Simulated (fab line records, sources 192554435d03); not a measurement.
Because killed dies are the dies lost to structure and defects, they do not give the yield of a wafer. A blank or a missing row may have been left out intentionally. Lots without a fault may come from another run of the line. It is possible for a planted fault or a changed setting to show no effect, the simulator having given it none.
Split-lot study -- flow n5-finfet -- 7 lots, 21 wafers read, on a route of 1938 steps

THE SPLIT
At N5_BEOL_M0_SAQP_SPACER2_ALD_26 (deposits SiO2, target thk 15 nm, pulse time 1 s, purge time 2 s), the setting target-thk-a was moved away from the recipe's 150 angstrom on 6 of the 21 wafers read, by -5.1% to +13.5%. The other wafers ran this setting at the recipe's value.

FROM THE SPLIT TO THE READING: what the file shows between them, 2 steps
- N5_BEOL_M0_SAQP_SPACER2_ETCHBACK_27: etches SiO2 in CHF3/O2, target depth 22.5 nm, time 11.25 s
- N5_BEOL_M0_SAQP_MANDREL2_REMOVE_110: chemistry HBr/Cl2/O2, target a-Si, stops on SiCN, bt time 10 s

THE READING
cd-nm (nm) at N5_BEOL_M0_SAQP_CD_MEAS_29, where the cd target is 14.4 nm. A value of 14.95 nm with a standard deviation of 0.21 nm is what fault-free wafers of this fab line usually give.

wafer,"tool, chamber at the split","target-thk-a as run, angstrom",against the recipe,"cd-nm, nm",against lot-mates on the recipe
L078.1,"ald-sin-03, 0",170.2,+13.5%,16.91,+1.62
L078.4,"ald-sin-03, 2,1",150,recipe,15.20,-
L078.6,"ald-sin-03, 2,1",150,recipe,15.39,-
L079.2,"ald-sin-03, 3,2,2",150,recipe,15.09,-
L079.3,"ald-sin-03, 3,2,2",150,recipe,14.34,-
L079.5,"ald-sin-03, 3,2,2",150,recipe,14.84,-
L082.4,"ald-sin-03, 1,3",150,recipe,14.66,-
L082.5,"ald-sin-03, 2",159.2,+6.1%,15.96,+1.28
L082.6,"ald-sin-03, 1,3",150,recipe,14.70,-
L083.2,"ald-sin-02, 0",150,recipe,15.23,-
L083.4,"ald-sin-02, 1,2",162.1,+8.1%,16.22,+0.99
L083.6,"ald-sin-02, 1,2",162.1,+8.1%,16.08,+0.85
L086.3,"ald-sin-01, 1,0",150,recipe,14.53,-
L086.5,"ald-sin-01, 1,0",150,recipe,14.78,-
L086.6,"ald-sin-01, 1",150,recipe,14.98,-
L093.1,"ald-sin-02, 1,2",150,recipe,14.84,-
L093.5,"ald-sin-02, 3",162.9,+8.6%,15.85,+1.02
L093.6,"ald-sin-02, 1,2",150,recipe,14.82,-
L097.1,"ald-sin-03, 3,0",150,recipe,15.21,-
L097.5,"ald-sin-03, 3,0",150,recipe,14.83,-
L097.6,"ald-sin-03, 1",142.4,-5.1%,14.35,-0.67
The file does not say which wafer passed through which chamber wherever a row lists several chambers: such a row stands for several wafers.

FIT RESULTS
A straight line over all 21 wafers: cd-nm changes by +0.143 nm for each +1% of target-thk-a; r = +0.92; the points scatter about the line by 0.26 nm.
The same after taking each lot's own level away (the mean of its wafers on the recipe; 21 wafers): +0.125 nm for each +1%; r = +0.94; scatter 0.2 nm.
On that fit, the largest move of target-thk-a shifts the reading by 1.7 nm.
From 14.680 to 15.295 nm: that is the span of the lots' own levels, equal to 2.9 times the standard deviation above.
Thus the slope moves with the lot-to-lot level: the two fits are different.
Check: with one of the wafers moved furthest among these (+13.5%) left out of the fit, the line predicts +1.75 nm for it against its lot-mates. Against them it came out at +1.62 nm.

ADDITIONAL SPLITS CARRIED BY THESE WAFERS
Before the reading, these wafers also passed through other splits. Each is held against what the fit with the lots' levels taken away leaves over:
other split on the same wafers,wafers away from the commonest value,r with cd-nm (lot level and that fit taken away)
N5_SDB_COAT_03 spin-rpm,8,+0.04
N5_GATE_CUT_ETCH_58 bias-w,10,+0.33
N5_MOL_CONTACT_COAG_ETCH_105 bias-w,8,-0.15
N5_MOL_CONTACT_COAG_COAT_34 spin-rpm,3,+0.01
N5_BEOL_M0_SAQP_PECVD_03 time-s,11,-0.15

THE WHOLE CHAIN: every reading that the file lists as answering this split, in the file's order
step,what it does,reading,change (the file's fit),r (the file's)
N5_BEOL_M0_SAQP_SPACER2_ALD_26,"deposits SiO2, target thk 15 nm, pulse time 1 s, purge time 2 s","SiO2_of_BEOL_M0_SAQP_SPACER2_ALD_26.thk-nm (the simulator's own value, which no gauge read)",+0.153 nm for each +1% of the setting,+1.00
N5_BEOL_M0_SAQP_MANDREL2_REMOVE_110,"chemistry HBr/Cl2/O2, target a-Si, stops on SiCN, bt time 10 s","BEOL_M0_SAQP.cd-nm (the simulator's own value, which no gauge read)",+0.144 nm for each +1% of the setting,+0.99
N5_BEOL_M0_SAQP_CD_MEAS_29,target cd 14.4 nm,cd-nm,+0.128 nm for each +1% of the setting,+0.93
N5_BEOL_M0_ETCH_138,"etches SiCN in CH3F/O2, target depth 12 nm, time 31.6 s","SiO2_of_BEOL_M0_SAQP_SPACER2_ALD_26.thk-nm (the simulator's own value, which no gauge read)",+0.166 nm for each +1% of the setting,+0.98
N5_BEOL_M0_HM_OPEN_105,"chemistry Cl2/BCl3, target TiN, target depth 12 nm","SiO2_of_BEOL_M0_SAQP_SPACER2_ALD_26.thk-nm (the simulator's own value, which no gauge read)",+0.163 nm for each +1% of the setting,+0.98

THE FILE'S OWN FIT
cd-nm changes by +0.128 nm for each +1% of target-thk-a, r = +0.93.
